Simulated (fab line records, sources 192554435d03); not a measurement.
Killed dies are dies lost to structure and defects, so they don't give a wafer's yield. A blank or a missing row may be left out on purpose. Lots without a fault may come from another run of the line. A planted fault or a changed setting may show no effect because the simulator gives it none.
Which tool did it? | flow n5_finfet | 23 lots, 69 wafers sampled, at 4 steps of a route of 1938

WHAT THE GAUGES READ, wafer by wafer
N5_BEOL_M1_CD_MEAS_28: target cd y 23.3 nm. Usual: cd_nm 23.99 nm, standard deviation 0.23.
lot  | measured     | on        | cd_nm (nm)        | flag
L074 | day 6 08:35  | cd_sem-03 | 23.84 23.98 23.71 |
L075 | day 6 11:31  | cd_sem-01 | 23.73 23.97 24.04 |
L076 | day 6 18:25  | cd_sem-01 | 23.81 23.89 23.91 |
L077 | day 6 18:37  | cd_sem-03 | 24.29 24.17 23.98 |
L078 | day 6 22:20  | cd_sem-03 | 24.04 24.12 24.28 |
L079 | day 7 07:37  | cd_sem-02 | 23.95 24.23 23.92 |
L080 | day 7 17:36  | cd_sem-03 | 23.79 23.88 23.73 |
L081 | day 7 22:22  | cd_sem-02 | 24.42 24.16 24.10 |
L082 | day 8 02:15  | cd_sem-03 | 24.02 23.60 23.87 |
L083 | day 8 05:20  | cd_sem-01 | 24.18 23.97 23.85 |
L084 | day 8 18:03  | cd_sem-03 | 23.40 24.28 23.95 |
L085 | day 9 00:21  | cd_sem-03 | 24.34 24.20 24.24 |
L086 | day 9 06:54  | cd_sem-02 | 23.85 23.79 24.15 |
L087 | day 9 12:44  | cd_sem-01 | 24.08 24.07 24.09 |
L088 | day 9 13:25  | cd_sem-01 | 23.81 23.76 24.02 |
L089 | day 10 18:48 | cd_sem-02 | 24.00 23.82 23.74 |
L090 | day 10 19:45 | cd_sem-03 | 23.87 23.53 24.11 |
L091 | day 10 19:59 | cd_sem-02 | 24.16 23.72 24.18 |
L093 | day 10 22:35 | cd_sem-01 | 23.84 24.14 23.77 |
L095 | day 11 01:26 | cd_sem-02 | 23.82 23.97 23.82 |
L092 | day 11 01:37 | cd_sem-03 | 23.68 23.51 23.62 |
L096 | day 11 17:01 | cd_sem-01 | 23.94 23.87 24.09 |
L097 | day 12 04:38 | cd_sem-02 | 24.19 24.37 24.29 |

WHICH TOOL RAN EACH LOT (tool, then ch and the chambers of the sampled wafers, then the start)
lot  | N5_BEOL_M0_ETCH_109                | N5_BEOL_M0_ANNEAL_119            | N5_BEOL_M1_ETCH_64
L074 | rie_diel-04 ch 2,3, day 6 03:02    | rtp_anneal-02 ch 0, day 6 05:44  | rie_diel-05 ch 0,1,2, day 6 07:47
L075 | rie_diel-01 ch 1,2, day 6 07:23    | rtp_anneal-01 ch 0, day 6 08:55  | rie_diel-02 ch 1,2,3, day 6 10:43
L076 | rie_diel-04 ch 1,2, day 6 13:55    | rtp_anneal-02 ch 0, day 6 15:26  | rie_diel-06 ch 0,3, day 6 17:36
L077 | rie_diel-04 ch 1,2, day 6 14:14    | rtp_anneal-02 ch 0, day 6 15:42  | rie_diel-06 ch 0,2, day 6 17:50
L078 | rie_diel-03 ch 2,3, day 6 18:03    | rtp_anneal-01 ch 0, day 6 19:37  | rie_diel-02 ch 2,3, day 6 21:33
L079 | rie_diel-03 ch 0,2,3, day 7 03:10  | rtp_anneal-02 ch 0, day 7 05:07  | rie_diel-05 ch 1,2, day 7 06:58
L080 | rie_diel-01 ch 0,1,2, day 7 08:52  | rtp_anneal-01 ch 0, day 7 11:21  | rie_diel-05 ch 0,1,2, day 7 16:45
L081 | rie_diel-01 ch 0,2, day 7 16:42    | rtp_anneal-02 ch 0, day 7 19:11  | rie_diel-02 ch 0,1,2, day 7 21:34
L082 | rie_diel-03 ch 0,1, day 7 19:33    | rtp_anneal-01 ch 0, day 7 21:57  | rie_diel-05 ch 0,2,3, day 8 01:26
L083 | rie_diel-03 ch 2,3, day 8 00:31    | rtp_anneal-01 ch 0, day 8 02:02  | rie_diel-06 ch 0,3, day 8 04:40
L084 | rie_diel-01 ch 0,1,2, day 8 10:41  | rtp_anneal-02 ch 0, day 8 13:38  | rie_diel-06 ch 0,1, day 8 17:16
L085 | rie_diel-01 ch 0,1,2, day 8 16:32  | rtp_anneal-02 ch 0, day 8 20:14  | rie_diel-06 ch 1,2, day 8 23:41
L086 | rie_diel-04 ch 2,3, day 8 21:05    | rtp_anneal-02 ch 0, day 9 00:37  | rie_diel-06 ch 0,1,3, day 9 06:14
L087 | rie_diel-01 ch 2,3, day 9 05:29    | rtp_anneal-02 ch 0, day 9 08:05  | rie_diel-02 ch 1,2, day 9 11:55
L088 | rie_diel-01 ch 2,3, day 9 08:28    | rtp_anneal-02 ch 0, day 9 10:02  | rie_diel-02 ch 0,1,3, day 9 12:45
L089 | rie_diel-04 ch 0,1,3, day 10 11:14 | rtp_anneal-01 ch 0, day 10 15:05 | rie_diel-05 ch 0,1,2, day 10 17:57
L090 | rie_diel-01 ch 0,2,3, day 10 13:37 | rtp_anneal-01 ch 0, day 10 16:50 | rie_diel-06 ch 0,1, day 10 18:57
L091 | rie_diel-03 ch 0,1,2, day 10 13:44 | rtp_anneal-01 ch 0, day 10 17:14 | rie_diel-02 ch 2,3, day 10 19:11
L093 | rie_diel-01 ch 0,3, day 10 17:53   | rtp_anneal-02 ch 0, day 10 19:49 | rie_diel-02 ch 1,2,3, day 10 21:55
L095 | rie_diel-04 ch 0,1,3, day 10 18:37 | rtp_anneal-01 ch 0, day 10 21:33 | rie_diel-05 ch 0,1, day 11 00:31
L092 | rie_diel-01 ch 0,1, day 10 18:43   | rtp_anneal-02 ch 0, day 10 21:46 | rie_diel-02 ch 1,2,3, day 11 00:46
L096 | rie_diel-01 ch 0,1,3, day 11 10:58 | rtp_anneal-02 ch 0, day 11 13:59 | rie_diel-06 ch 0,1,3, day 11 16:22
L097 | rie_diel-04 ch 0,1,2, day 11 19:37 | rtp_anneal-02 ch 0, day 11 21:48 | rie_diel-06 ch 2,3, day 12 03:49
- N5_BEOL_M0_ETCH_109: etches SiCN in CH3F/O2, target depth 8 nm, overetch 2.4 nm, time 27.4 s.
- N5_BEOL_M0_ANNEAL_119: time 90 s.
- N5_BEOL_M1_ETCH_64: etches SOC in N2/H2, target depth 75 nm, overetch 15 nm, time 112.5 s.

WHAT THE TOOLS THEMSELVES READ (means of the sampled wafers that have a number; where no wafer has one, the mark that the record gives instead)
N5_BEOL_M0_ETCH_109. Usual: drypump_motor_current_A 5.5 A, standard deviation 0.41; oes_product_au 0.72 a.u., standard deviation 0.073; rf_vpp_V 297.4 V, standard deviation 1.6; showerhead_plenum_p_Torr 2.01 Torr, standard deviation 0.072; throttle_valve_pct 16.25 %, standard deviation 0.21.
lot  | tool        | drypump_motor_current_A (A) | oes_product_au (a.u.) | rf_vpp_V (V) | showerhead_plenum_p_Torr (Torr) | throttle_valve_pct (%) | flag
L074 | rie_diel-04 | 5.6                         | 0.67                  | 296.5        | 1.98                            | 16.22                  |
L075 | rie_diel-01 | 5.7                         | 0.60                  | 296.5        | 1.95                            | 16.48                  |
L076 | rie_diel-04 | 5.8                         | 0.73                  | 296.8        | 2.01                            | 16.17                  |
L077 | rie_diel-04 | 5.8                         | 0.72                  | 297.1        | 2.01                            | 16.16                  |
L078 | rie_diel-03 | 5.5                         | 0.68                  | 297.7        | 1.99                            | 16.29                  |
L079 | rie_diel-03 | 5.5                         | 0.68                  | 297.3        | 1.99                            | 16.27                  |
L080 | rie_diel-01 | 5.6                         | 0.66                  | 296.3        | 1.98                            | 16.39                  |
L081 | rie_diel-01 | 5.8                         | 0.66                  | 295.8        | 1.92                            | 16.41                  |
L082 | rie_diel-03 | 5.3                         | 0.73                  | 298.5        | 2.07                            | 16.06                  |
L083 | rie_diel-03 | 5.5                         | 0.68                  | 297.9        | 2.04                            | 16.20                  |
L084 | rie_diel-01 | 5.5                         | 0.74                  | 296.9        | 1.97                            | 16.26                  |
L085 | rie_diel-01 | 5.6                         | 0.71                  | 296.5        | 1.97                            | 16.26                  |
L086 | rie_diel-04 | 5.6                         | 0.73                  | 298.6        | 2.06                            | 16.11                  |
L087 | rie_diel-01 | 5.6                         | 0.64                  | 296.1        | 1.94                            | 16.38                  |
L088 | rie_diel-01 | 5.3                         | 0.70                  | 297.5        | 1.99                            | 16.23                  |
L089 | rie_diel-04 | 5.8                         | 0.76                  | 296.9        | 2.01                            | 16.36                  |
L090 | rie_diel-01 | 5.5                         | 0.79                  | 298.1        | 2.05                            | 16.17                  |
L091 | rie_diel-03 | 5.4                         | 0.67                  | 297.6        | 1.99                            | 16.27                  |
L093 | rie_diel-01 | 5.3                         | 0.74                  | 297.1        | 1.99                            | 16.19                  |
L095 | rie_diel-04 | 5.8                         | 0.76                  | 298.1        | 2.01                            | 16.37                  |
L092 | rie_diel-01 | 5.3                         | 0.76                  | 298.2        | 2.02                            | 16.13                  |
L096 | rie_diel-01 | 5.2                         | 0.74                  | 298.0        | 2.01                            | 16.15                  |
L097 | rie_diel-04 | 5.7                         | 0.72                  | 296.6        | 1.98                            | 16.30                  |

N5_BEOL_M0_ANNEAL_119. Usual: wafer_temp_C_max 226.2, standard deviation 0.32.
lot  | tool          | wafer_temp_C_max | flag
L074 | rtp_anneal-02 | 226.3            |
L075 | rtp_anneal-01 | 226.3            |
L076 | rtp_anneal-02 | 226.2            |
L077 | rtp_anneal-02 | 226.2            |
L078 | rtp_anneal-01 | 226.0            |
L079 | rtp_anneal-02 | 226.4            |
L080 | rtp_anneal-01 | 226.0            |
L081 | rtp_anneal-02 | 226.3            |
L082 | rtp_anneal-01 | 226.1            |
L083 | rtp_anneal-01 | 225.7            |
L084 | rtp_anneal-02 | 225.9            |
L085 | rtp_anneal-02 | 226.3            |
L086 | rtp_anneal-02 | 226.8            |
L087 | rtp_anneal-02 | 226.4            |
L088 | rtp_anneal-02 | 226.5            |
L089 | rtp_anneal-01 | 226.0            |
L090 | rtp_anneal-01 | 226.2            |
L091 | rtp_anneal-01 | 226.2            |
L093 | rtp_anneal-02 | 226.2            |
L095 | rtp_anneal-01 | 226.2            |
L092 | rtp_anneal-02 | 226.1            |
L096 | rtp_anneal-02 | 226.1            |
L097 | rtp_anneal-02 | 226.6            |

N5_BEOL_M1_ETCH_64. Usual: drypump_motor_current_A 5.7 A, standard deviation 0.44; h2_flow_sccm 200.1 sccm, standard deviation 0.59; oes_product_au 0.61 a.u., standard deviation 0.056; rf_vpp_V 524.0 V, standard deviation 1.9; showerhead_plenum_p_Torr 2.55 Torr, standard deviation 0.066; throttle_valve_pct 17.87 %, standard deviation 0.23.
lot  | tool        | drypump_motor_current_A (A) | h2_flow_sccm (sccm) | oes_product_au (a.u.) | rf_vpp_V (V) | showerhead_plenum_p_Torr (Torr) | throttle_valve_pct (%) | flag
L074 | rie_diel-05 | 5.7                         | 199.7               | 0.64                  | 524.2        | 2.56                            | 17.49                  |
L075 | rie_diel-02 | 5.7                         | 200.4               | 0.61                  | 523.4        | 2.52                            | 17.89                  |
L076 | rie_diel-06 | 5.4                         | 199.6               | 0.62                  | 523.7        | 2.53                            | 18.00                  |
L077 | rie_diel-06 | 5.5                         | 200.0               | 0.61                  | 524.3        | 2.58                            | 17.96                  |
L078 | rie_diel-02 | 5.8                         | 200.2               | 0.55                  | 523.0        | 2.52                            | 18.01                  |
L079 | rie_diel-05 | 6.0                         | 200.1               | 0.64                  | 524.8        | 2.62                            | 17.62                  |
L080 | rie_diel-05 | 5.7                         | 199.9               | 0.64                  | 524.9        | 2.56                            | 17.52                  |
L081 | rie_diel-02 | 5.6                         | 200.1               | 0.61                  | 524.7        | 2.55                            | 17.90                  |
L082 | rie_diel-05 | 5.5                         | 200.4               | 0.62                  | 522.9        | 2.52                            | 17.62                  |
L083 | rie_diel-06 | 5.5                         | 199.8               | 0.59                  | 524.6        | 2.57                            | 17.96                  |
L084 | rie_diel-06 | 5.6                         | 199.5               | 0.60                  | 521.3        | 2.48                            | 18.06                  |
L085 | rie_diel-06 | 5.9                         | 199.6               | 0.58                  | 525.4        | 2.60                            | 17.98                  |
L086 | rie_diel-06 | 5.8                         | 199.8               | 0.58                  | 524.8        | 2.54                            | 18.02                  |
L087 | rie_diel-02 | 5.8                         | 200.0               | 0.65                  | 523.0        | 2.51                            | 17.84                  |
L088 | rie_diel-02 | 5.4                         | 200.0               | 0.65                  | 523.7        | 2.53                            | 17.90                  |
L089 | rie_diel-05 | 5.7                         | 200.2               | 0.62                  | 524.5        | 2.55                            | 17.54                  |
L090 | rie_diel-06 | 6.1                         | 200.0               | 0.56                  | 522.4        | 2.50                            | 18.09                  |
L091 | rie_diel-02 | 5.9                         | 200.0               | 0.63                  | 524.2        | 2.53                            | 17.75                  |
L093 | rie_diel-02 | 5.7                         | 200.2               | 0.65                  | 522.5        | 2.51                            | 17.79                  |
L095 | rie_diel-05 | 5.5                         | 199.5               | 0.59                  | 524.3        | 2.56                            | 17.62                  |
L092 | rie_diel-02 | 5.8                         | 199.9               | 0.65                  | 521.7        | 2.51                            | 17.79                  |
L096 | rie_diel-06 | 5.8                         | 200.9               | 0.57                  | 524.6        | 2.53                            | 18.04                  |
L097 | rie_diel-06 | 5.7                         | 199.9               | 0.58                  | 526.7        | 2.63                            | 17.97                  |

THE ANSWER, worked out from the rows above alone
Rule: a lot is off if the mean of its wafers that have a number lies more than 3 standard deviations from the usual mean. A lot without any number at a reading at which 4 lots or more have one is off too. The other lots that the step has rows for count as sound. The gauges are gone through in route order, then the tools' own readings, and for those a lot's mean is taken as printed above. The first step at which some lot is off is used, and at that step the reading that is off furthest; a lot without a number counts as furthest.
No lot is off at any reading shown: from this, nothing can be told.

WHAT THE SIMULATOR HAD PUT IN
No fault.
